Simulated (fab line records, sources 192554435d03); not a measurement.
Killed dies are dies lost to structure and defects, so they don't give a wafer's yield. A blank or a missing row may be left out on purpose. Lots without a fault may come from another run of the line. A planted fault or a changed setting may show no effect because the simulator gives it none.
fab line records | flow n5_finfet
record lots=10 wafers=30 last_day=18
route steps=1938 shown HKMG_FIN@405 BEOL_M4@1111 PASSIVATION@1936
lots that met no fault: from a run of the same line without faults
start_h: hours from the record's first day to the start of the lot's first wafer shown | wait_h: hours since the lot's step before | " the same as in the row above | L1.1+2: a row that stands for several wafers | - no value, or no start given | * or withheld: withheld | < > ~ a bound
route shown NAME@n: a module of which the file shows steps, and the number in the route of the first | usual: mean/standard deviation of fault-free wafers | same: alike in all rows | chamber/n: place in a boat | sites: the reading at each site | _std_site: their standard deviation | _edge_site: outer sites' mean less inner sites' | radius_mm: how far each site lies from the wafer's centre | mask NAME#n: copy n | behind: the tool/chamber that last shaped the wafer | hold: why the lot was held/for how many hours/how that ended | device: the transistor (n, p or np) that didn't switch | end of line: the same wafers' tests at the end of the route | a step without rows: its recipe alone | killed: dies lost to structure and defects at the first sort, not the wafer's yield | map: a wafer's dies, x killed, . not, _ none there
set.NAME: the setting as run; set.NAME@STEP: as run at that earlier step | model.NAME: the simulator's own value behind a step, which no gauge read
steps of the route over a sample of lots; a table a step, a row a wafer
services: from which hour (start_h, from the record's first day; less than 0 if before it) a tool's chamber was out of use, for how many hours, and why
## steps
# step N5_HKMG_FIN_STRIP_57
# recipe chemistry=CF4 resist=SiARC power_w=300 bias_power_w=75 pressure_mtorr=50 cf4_flow_sccm=150 rf_frequency_hz=6e+07
# usual drypump_motor_current_A=5.8/0.5 oes_product_au=0.75/0.075 rf_vpp_V=270.7/1.5 showerhead_plenum_p_Torr=1.78/0.052 throttle_valve_pct=13.61/0.2
# columns lot.wafer tool chamber start_h wait_h drypump_motor_current_A oes_product_au rf_hours_counter_h rf_vpp_V showerhead_plenum_p_Torr throttle_valve_pct
L200.1 rie_diel-04 0 103.27 0.0 6.7 0.69 227 268.5 1.70 13.94
L200.2 " 3 " " 6.4 0.95 6 271.5 1.83 13.44
L200.5 " 1 " " 6.3 0.68 - 271.8 1.77 13.60
L201.3 rie_diel-03 0 106.04 0.0 5.6 0.74 163 271.1 1.79 13.46
L201.4 " 3 " " 5.7 0.71 230 269.6 1.69 13.82
L201.6 " 1 " " 5.3 0.87 - 271.1 1.84 13.32
L209.1 rie_diel-04 3 155.85 0.0 6.4 0.90 26 272.9 1.82 13.46
L209.4 " 1 " " 6.3 0.68 243 269.1 1.76 13.65
L209.5 " 2 " " 5.6 0.72 - 268.3 1.71 13.79
L212.1 rie_diel-04 3 173.20 0.0 6.4 0.87 34 272.4 1.82 13.47
L212.2 " 1 " " 6.3 0.66 252 270.8 1.76 13.65
L212.5 " 1 " " 6.3 0.67 - 271.0 1.76 13.66
L213.2 rie_diel-02 0 180.30 0.0 5.3 0.71 202 268.0 1.73 13.61
L213.3 " 2 " " 5.2 0.70 229 271.8 1.84 13.93
L213.6 " 0 " " 5.3 0.70 - 269.2 1.73 13.58
L215.1 rie_diel-02 3 191.06 0.0 5.6 0.72 176 270.9 1.77 13.52
L215.3 " 1 " " 6.2 0.71 217 271.9 1.84 13.58
L215.6 " 1 " " 6.2 0.70 - 271.4 1.84 13.59
L216.2 rie_diel-03 2 191.17 0.0 5.4 0.78 105 270.5 1.80 13.36
L216.3 " 0 " " 5.6 0.72 197 270.6 1.78 13.53
L216.5 " 1 " " 5.3 0.82 - 270.9 1.83 13.40
L217.1 rie_diel-02 0 199.36 0.0 5.3 0.70 209 269.7 1.72 13.61
L217.3 " 2 " " 5.2 0.69 236 273.4 1.83 13.94
L217.4 " 1 " " 6.2 0.70 221 270.9 1.83 13.59
L219.1 rie_diel-02 3 208.42 0.0 5.6 0.72 183 269.8 1.77 13.52
L219.3 " 0 " " 5.3 0.71 212 268.2 1.72 13.62
L219.5 " 2 " " 5.2 0.70 - 272.8 1.83 13.94
L218.1 rie_diel-03 2 210.64 0.0 5.4 0.78 112 271.2 1.80 13.38
L218.3 " 0 " " 5.6 0.71 204 271.2 1.78 13.54
L218.5 " 3 " " 5.7 0.94 - 271.6 1.90 13.33
# step N5_HKMG_FIN_ALD_36
# recipe material=TiN target_thk_a=10 temp_c=400 ald_precursor_family=TiCl4 ald_co_reactant=NH3 pulse_time_s=1 purge_time_s=3 co_reactant_purge_time_s=2 co_reactant_pulse_time_s=2 ald_cycles=47 pressure_torr=3
# usual heater_power_w=851/76 precursor_pulse_height_rel=0.999/0.021 susceptor_temp_C=400.01/0.24
# columns lot.wafer tool chamber start_h wait_h heater_power_w precursor_pulse_height_rel susceptor_temp_C
L200.1 ald_metal-04 0 105.13 0.0 948 1.012 400.30
L200.2 " 3 " " 731 0.991 400.04
L200.5 " 0 " " 930 1.037 400.02
L201.3 ald_metal-01 0 107.88 0.0 765 0.995 399.66
L201.4 " 2 " " 894 0.975 399.86
L201.6 " 0 " " 762 0.980 400.05
L209.1 ald_metal-02 2 157.89 0.2 870 0.970 400.39
L209.4 " 0 " " 824 0.995 399.86
L209.5 " 1 " " 882 1.018 399.44
L212.1 ald_metal-01 1 175.11 0.0 907 0.981 400.18
L212.2 " 2 " " 876 0.975 399.56
L212.5 " 0 " " 759 0.976 400.08
L213.2 ald_metal-01 3 182.17 0.0 803 0.968 399.40
L213.3 " 0 " " 777 0.977 400.52
L213.6 " 3 " " 805 1.007 399.82
L215.1 ald_metal-04 1 192.90 0.0 947 1.018 399.74
L215.3 " 0 " " 953 0.991 400.09
L215.6 " 1 " " 974 0.992 399.90
L216.2 ald_metal-02 1 193.08 0.0 843 0.989 400.24
L216.3 " 0 " " 846 1.018 399.99
L216.5 " 0 " " 855 0.998 399.67
L217.1 ald_metal-01 2 201.42 0.0 879 1.005 399.80
L217.3 " 1 " " 936 1.017 400.13
L217.4 " 0 " " 777 0.975 400.10
L219.1 ald_metal-02 0 210.28 0.0 844 1.025 400.10
L219.3 " 2 " " 867 0.990 400.27
L219.5 " 2 " " 855 0.994 400.30
L218.1 ald_metal-02 1 212.49 0.0 869 1.027 400.26
L218.3 " 2 " " 870 0.975 399.21
L218.5 " 1 " " 884 1.006 400.18
# step N5_HKMG_FIN_THK_MEAS_70
# recipe thk_meas_gauge=xrf reads=HfO2_of_HKMG_FIN_HK_ALD_01
# usual HK_THK=1.534/0.021
# columns lot.wafer tool chamber start_h wait_h HK_THK[nm]
L200.1 film_metro-01 - 105.41 0.2 1.572
L200.2 " - " " 1.547
L200.5 " - " " 1.554
L201.3 film_metro-01 - 108.17 0.2 1.537
L201.4 " - " " 1.542
L201.6 " - " " 1.525
L209.1 film_metro-01 - 158.17 0.2 1.516
L209.4 " - " " 1.539
L209.5 " - " " 1.509
L212.1 film_metro-01 - 175.39 0.2 1.508
L212.2 " - " " 1.521
L212.5 " - " " 1.537
L213.2 film_metro-01 - 182.45 0.2 1.545
L213.3 " - " " 1.529
L213.6 " - " " 1.547
L215.1 film_metro-01 - 193.18 0.2 1.550
L215.3 " - " " 1.536
L215.6 " - " " 1.542
L216.2 film_metro-02 - 193.36 0.2 1.533
L216.3 " - " " 1.562
L216.5 " - " " 1.554
L217.1 film_metro-01 - 201.70 0.2 1.520
L217.3 " - " " 1.529
L217.4 " - " " 1.533
L219.1 film_metro-02 - 210.56 0.2 1.493
L219.3 " - " " 1.564
L219.5 " - " " 1.534
L218.1 film_metro-01 - 212.77 0.2 1.532
L218.3 " - " " 1.524
L218.5 " - " " 1.508
# step N5_HKMG_FIN_ETCH_86
# recipe chemistry=N2/H2 target=SOC target_depth_a=3932 stop_on=TiN ion_energy_ev=100 bias_w=61 pressure_mtorr=30 source_w=850 n2_flow_sccm=200 h2_flow_sccm=200
# usual bias_w=61.02/0.17 chamber_pressure_mTorr=30.005/0.028 drypump_motor_current_A=5.8/0.47 n2_flow_sccm=200.0/0.66 oes_product_au=0.77/0.085 rf_vpp_V=240.6/1.4 showerhead_plenum_p_Torr=2.53/0.093 throttle_valve_pct=17.79/0.23
# columns lot.wafer tool chamber start_h wait_h bias_w chamber_pressure_mTorr drypump_motor_current_A n2_flow_sccm oes_product_au rf_hours_counter_h rf_vpp_V showerhead_plenum_p_Torr throttle_valve_pct
L200.1 rie_diel-03 2 108.12 - - - - - - - - - -
L200.2 " 3 " " - - - - - - - - -
L200.5 " 3 " " - - - - - - - - -
L201.3 rie_diel-03 0 110.52 - - - - - - - - - -
L201.4 " 1 " " - - - - - - - - -
L201.6 " 3 " " - - - - - - - - -
L209.1 rie_diel-04 1 160.84 - 61.03 30.002 6.3 200.3 0.67 246 241.4 2.50 17.72
L209.4 " 2 " " 60.91 30.004 5.6 199.4 0.71 220 239.0 2.42 17.96
L209.5 " 3 " " 60.71 30.026 6.4 200.8 0.89 - 242.1 2.59 17.75
L212.1 rie_diel-03 1 177.64 - 61.00 30.027 5.3 199.4 0.83 73 242.6 2.58 17.52
L212.2 " 3 " " 61.05 29.972 5.7 200.6 0.98 1 242.3 2.70 17.56
L212.5 " 0 " " 61.03 30.007 5.6 199.5 0.72 - 242.1 2.54 17.92
L213.2 rie_diel-03 2 184.77 - 61.12 30.020 5.4 199.6 0.78 103 239.6 2.54 17.53
L213.3 " 1 " " 61.00 30.063 5.3 200.2 0.83 76 241.7 2.58 17.53
L213.6 " 1 " " 61.07 29.976 5.3 200.2 0.83 - 241.9 2.58 17.53
L215.1 rie_diel-04 2 196.00 - 61.24 30.016 5.6 199.2 0.70 236 240.4 2.41 17.98
L215.3 " 0 " " 60.82 30.026 6.7 200.0 0.93 6 243.3 2.73 17.83
L215.6 " 3 " " 61.20 30.005 6.4 199.7 0.86 - 240.5 2.58 17.79
L216.2 rie_diel-02 2 196.08 - 61.04 29.977 5.2 199.3 0.70 235 241.6 2.64 18.35
L216.3 " 0 " " 61.05 30.008 5.3 198.5 0.71 208 237.9 2.40 17.57
L216.5 " 0 " " 60.98 29.971 5.3 199.8 0.71 - 238.8 2.40 17.57
L217.1 rie_diel-04 0 203.98 - 61.01 29.993 6.7 200.9 0.91 9 241.9 2.73 17.82
L217.3 " 2 " " 61.31 29.996 5.6 199.8 0.69 239 238.3 2.41 18.00
L217.4 " 3 " " 61.19 30.018 6.4 199.9 0.86 47 241.4 2.58 17.76
L219.1 rie_diel-03 1 212.84 - 61.18 29.957 5.3 200.9 0.82 86 240.3 2.58 17.55
L219.3 " 3 " " 61.12 30.035 5.7 200.1 0.94 8 243.6 2.70 17.56
L219.5 " 2 " " 60.87 30.012 5.4 199.8 0.77 - 241.6 2.54 17.56
L218.1 rie_diel-04 1 215.08 - 60.80 30.028 6.3 199.9 0.96 4 240.1 2.49 17.37
L218.3 " 2 " " 61.10 29.990 5.6 200.1 0.69 243 237.7 2.41 18.00
L218.5 " 1 " " 60.90 30.070 6.3 200.1 0.95 - 239.9 2.49 17.38
# step N5_BEOL_M4_RC_MEAS_101
# usual DIBL_N=35.8/1.6 DIBL_P=36.0/1.9 IOFF_N=0.151/0.029 IOFF_P=0.21/0.037 ION_N=673/12 ION_P=463/7.3 SS_N=71.5/0.58 SS_P=73.2/0.61 VT_N=251/3.3 VT_P=-250/3.3
# columns lot.wafer tool chamber start_h wait_h DIBL_N[mV/V] DIBL_P[mV/V] IOFF_N[nA/um] IOFF_P[nA/um] ION_N[uA/um] ION_P[uA/um] SS_N[mV/dec] SS_P[mV/dec] VT_N[mV] VT_P[mV]
L209.1 prober-02 0 257.81 0.0 35.3 37.5 0.143 0.23 660 466 70.9 73.9 253 -247
L209.4 " 0 " " 34.6 36.7 0.137 0.21 670 467 71.1 72.3 250 -250
L209.5 " 0 " " 37.0 39.5 0.182 0.26 686 472 72.6 73.8 250 -247
L213.2 prober-01 0 277.44 0.2 33.5 33.6 0.129 0.17 672 457 70.5 72.7 254 -252
L213.3 " 0 " " 34.4 34.1 0.130 0.18 676 465 70.6 72.7 253 -252
L213.6 " 0 " " 33.5 32.7 0.115 0.17 656 456 70.9 72.2 255 -252
L212.1 prober-02 0 278.49 0.0 35.2 33.6 0.151 0.21 688 470 71.8 73.0 250 -247
L212.2 " 0 " " 38.9 39.2 0.229 0.31 695 476 71.9 74.0 244 -245
L212.5 " 0 " " 35.8 35.5 0.163 0.24 678 470 72.0 73.4 248 -246
L215.1 prober-02 0 284.78 0.0 35.8 36.4 0.151 0.23 665 460 71.4 72.8 251 -247
L215.3 " 0 " " 33.0 32.9 0.107 0.17 649 454 70.8 72.0 252 -252
L215.6 " 0 " " 35.1 35.1 0.144 0.21 672 461 71.1 73.1 252 -250
L216.2 prober-01 0 298.89 0.2 34.1 35.2 0.132 0.18 647 459 71.3 73.8 253 -253
L216.3 " 0 " " 38.7 39.7 0.234 0.26 708 469 72.9 74.2 244 -247
L216.5 " 0 " " 34.6 37.3 0.162 0.22 687 470 72.3 73.6 246 -254
L217.1 prober-01 0 306.56 0.0 37.7 38.0 0.210 0.29 692 477 72.4 73.5 247 -245
L217.3 " 0 " " 36.0 36.1 0.178 0.24 681 473 71.2 73.3 246 -248
L217.4 " 0 " " 35.0 33.9 0.142 0.20 678 467 71.7 72.5 250 -250
L218.1 prober-02 0 314.20 0.0 38.5 38.6 0.170 0.23 670 464 72.0 73.9 251 -251
L218.3 " 0 " " 35.4 35.1 0.135 0.19 671 456 71.2 72.6 250 -253
L218.5 " 0 " " 36.8 37.2 0.166 0.22 679 461 71.5 73.7 250 -249
L219.1 prober-01 0 314.57 0.0 34.7 35.1 0.136 0.19 671 457 70.9 72.2 252 -252
L219.3 " 0 " " 35.3 36.0 0.142 0.21 664 459 71.9 73.1 252 -251
L219.5 " 0 " " 34.8 35.4 0.128 0.20 660 456 71.4 72.6 254 -253
# step N5_PASSIVATION_PROBE_49
# usual killed_at_M0_to_M3=37/12 killed_at_M4_up=14/5.3 killed_at_contacts=12/6.2 killed_at_front_end=41/11 killed_at_other=3.7/2.9 killed_dies=107/17 killed_on_rim=14/4.4 killed_open=71/12 killed_short=34/7.9
# same gross_dies=1180 killed_at_back_side=0
# columns lot.wafer tool chamber start_h wait_h killed_at_M0_to_M3 killed_at_M4_up killed_at_contacts killed_at_front_end killed_at_other killed_dies killed_on_rim killed_open killed_short
L201.3 prober-01 - 313.30 0.1 44 10 10 1112 4 1180 152 84 45
L201.4 prober-01 - 313.35 0.2 20 12 15 1132 1 1180 152 49 30
L201.6 prober-01 - 313.45 0.3 29 6 15 1129 1 1180 152 55 33
L200.1 prober-01 - 316.90 0.0 25 19 7 1128 1 1180 152 56 29
L200.2 prober-01 - 316.95 0.1 35 11 5 1125 4 1180 152 61 36
L200.5 prober-01 - 317.10 0.2 25 10 2 1142 1 1180 152 40 19
L215.1 prober-02 - 395.21 0.0 39 14 22 43 5 123 20 92 31
L215.3 prober-02 - 395.31 0.1 44 21 22 48 2 137 16 92 43
L215.6 prober-02 - 395.46 0.3 37 20 19 40 1 117 21 77 36
L216.2 prober-02 - 409.57 0.1 27 14 3 42 2 88 10 57 30
L216.5 prober-02 - 409.72 0.2 28 18 9 39 7 101 10 64 35
# killed by level:class
L201.3 HKMG_FIN:area_etch=1051 STI_FIN_REVEAL:geometric_particle:open=26 BEOL_M0_SAQP:geometric_particle:short=10 MOL_CONTACT_COAG:geometric_particle:open=9 BEOL_M0_SAQP:geometric_particle:open=8 BEOL_M1:geometric_particle:open=8 FIN_SAQP:geometric_particle:open=5 STI_FIN_REVEAL:geometric_particle:short=5
L201.4 HKMG_FIN:area_etch=1101 MOL_CONTACT_COAG:geometric_particle:open=11 STI_FIN_REVEAL:geometric_particle:open=7 BEOL_M0_SAQP:geometric_particle:short=7 BEOL_M0_SAQP:geometric_particle:open=6 DUMMY_GATE:geometric_particle:open=5 BEOL_M5:geometric_particle:open=5 MOL_CONTACT_COAG:geometric_particle:short=4
L201.6 HKMG_FIN:area_etch=1091 MOL_CONTACT_COAG:geometric_particle:open=13 BEOL_M1:geometric_particle:open=13 STI_FIN_REVEAL:geometric_particle:open=10 GATE_CUT:geometric_particle:short=6 BEOL_M0_SAQP:geometric_particle:short=5 BEOL_M1:geometric_particle:short=5 BEOL_M0_SAQP:geometric_particle:open=4
L200.1 HKMG_FIN:area_etch=1095 FIN_SAQP:geometric_particle:short=7 BEOL_M1:geometric_particle:open=7 BEOL_M4:geometric_particle:open=7 STI_FIN_REVEAL:geometric_particle:open=6 BEOL_M3:geometric_particle:open=6 MOL_CONTACT_COAG:geometric_particle:short=5 GATE_CUT:geometric_particle:short=4
L200.2 HKMG_FIN:area_etch=1083 BEOL_M0_SAQP:geometric_particle:open=14 FIN_SAQP:geometric_particle:short=12 FIN_SAQP:geometric_particle:open=9 BEOL_M0_SAQP:geometric_particle:short=7 BEOL_M7:geometric_particle:open=6 DUMMY_GATE:geometric_particle:open=5 BEOL_M0:geometric_particle:open=4
L200.5 HKMG_FIN:area_etch=1121 BEOL_M2:geometric_particle:open=10 FIN_SAQP:geometric_particle:open=7 FIN_SAQP:geometric_particle:short=5 BEOL_M4:geometric_particle:open=5 BEOL_M3:geometric_particle:open=4 BEOL_M1:geometric_particle:open=4 BEOL_M0_SAQP:geometric_particle:short=3
L215.1 STI_FIN_REVEAL:geometric_particle:open=21 MOL_CONTACT_COAG:geometric_particle:open=19 BEOL_M0_SAQP:geometric_particle:open=11 BEOL_M2:geometric_particle:open=8 FIN_SAQP:geometric_particle:open=7 BEOL_M4:geometric_particle:open=7 BEOL_M3:geometric_particle:open=6 STI_FIN_REVEAL:geometric_particle:short=4
L215.3 STI_FIN_REVEAL:geometric_particle:open=20 MOL_CONTACT_COAG:geometric_particle:open=19 BEOL_M0_SAQP:geometric_particle:short=9 BEOL_M0_SAQP:geometric_particle:open=9 BEOL_M1:geometric_particle:open=9 BEOL_M4:geometric_particle:open=9 BEOL_M4:geometric_particle:short=9 FIN_SAQP:geometric_particle:short=7
L215.6 FIN_SAQP:geometric_particle:open=14 MOL_CONTACT_COAG:geometric_particle:open=14 BEOL_M4:geometric_particle:open=11 BEOL_M0_SAQP:geometric_particle:open=8 BEOL_M2:geometric_particle:open=8 BEOL_M2:geometric_particle:short=6 BEOL_M0_SAQP:geometric_particle:short=6 STI_FIN_REVEAL:geometric_particle:open=5
L216.2 FIN_SAQP:geometric_particle:open=11 FIN_SAQP:geometric_particle:short=9 DUMMY_GATE:geometric_particle:open=9 BEOL_M0_SAQP:geometric_particle:short=7 BEOL_M0_SAQP:geometric_particle:open=5 BEOL_M2:geometric_particle:short=4 BEOL_M3:geometric_particle:open=4 BEOL_M4:geometric_particle:open=4
L216.5 FIN_SAQP:geometric_particle:open=10 MOL_CONTACT_COAG:geometric_particle:open=9 BEOL_M0_SAQP:geometric_particle:open=7 BEOL_M3:geometric_particle:open=7 BEOL_M2:geometric_particle:short=6 BEOL_M4:geometric_particle:open=6 FIN_SAQP:geometric_particle:short=5 STI_FIN_REVEAL:geometric_particle:open=5
## services
# columns tool chamber start_h hours kind
rie_diel-02 0 79.64 8.6 repair
rie_diel-02 1 79.64 3.7 repair
ald_metal-04 - 118.44 2.8 pm
ald_metal-01 3 119.98 5.4 repair
ald_metal-02 3 130.22 107.3 repair
rie_diel-02 - 145.40 4.3 pm
rie_diel-03 3 158.12 - clean
rie_diel-03 3 158.12 - consumable_replace:focus_ring
rie_diel-03 3 158.12 - consumable_replace:showerhead
rie_diel-03 3 158.12 16.4 scheduled_down
rie_diel-03 3 158.12 16.4 vent_cycle
rie_diel-02 - 163.03 3.2 repair
rie_diel-04 0 165.28 - clean
rie_diel-04 0 165.28 - consumable_replace:focus_ring
rie_diel-04 0 165.28 - consumable_replace:showerhead
rie_diel-04 0 165.28 18.7 scheduled_down
rie_diel-04 0 165.28 18.7 vent_cycle
rie_diel-04 1 184.08 - clean
rie_diel-04 1 184.08 - consumable_replace:focus_ring
rie_diel-04 1 184.08 16.1 scheduled_down
rie_diel-04 1 184.08 16.1 vent_cycle
rie_diel-03 3 189.80 9.6 repair
## key
first_sign step=N5_HKMG_FIN_ETCH_86 reading=tool_record direction=missing
effect step=N5_PASSIVATION_PROBE_49 reading=killed_at_front_end direction=up sigmas=99+ usual=41 struck=1128
more_kills_born_at N5_HKMG_FIN_ETCH_86@rie_diel-03=6533
met_at N5_HKMG_FIN_ETCH_86
struck_lots L200,L201
later_rows_left_out L200.1,L200.2,L200.5,L201.3,L201.4,L201.6
tester_left_out L200,L201
not_acting_at N5_HKMG_FIN_STRIP_57,N5_HKMG_FIN_ALD_36,N5_HKMG_FIN_THK_MEAS_70
fault kind=skipped_step_whole tool=rie_diel-03 chamber=- onset_h=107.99 steps=N5_HKMG_FIN_ETCH_86 scope=struck_lots_only
# tester_left_out: of these lots the tester's yield and bins aren't shown, on N5 and GAA mostly nor the transistor test; their killed dies are dies lost to structure and defects alone, not to doping, threshold or leakage, so they don't give the yield
# later_rows_left_out: the simulator's readings of these wafers behind a module that went badly wrong aren't trusted and aren't shown, but for the sort
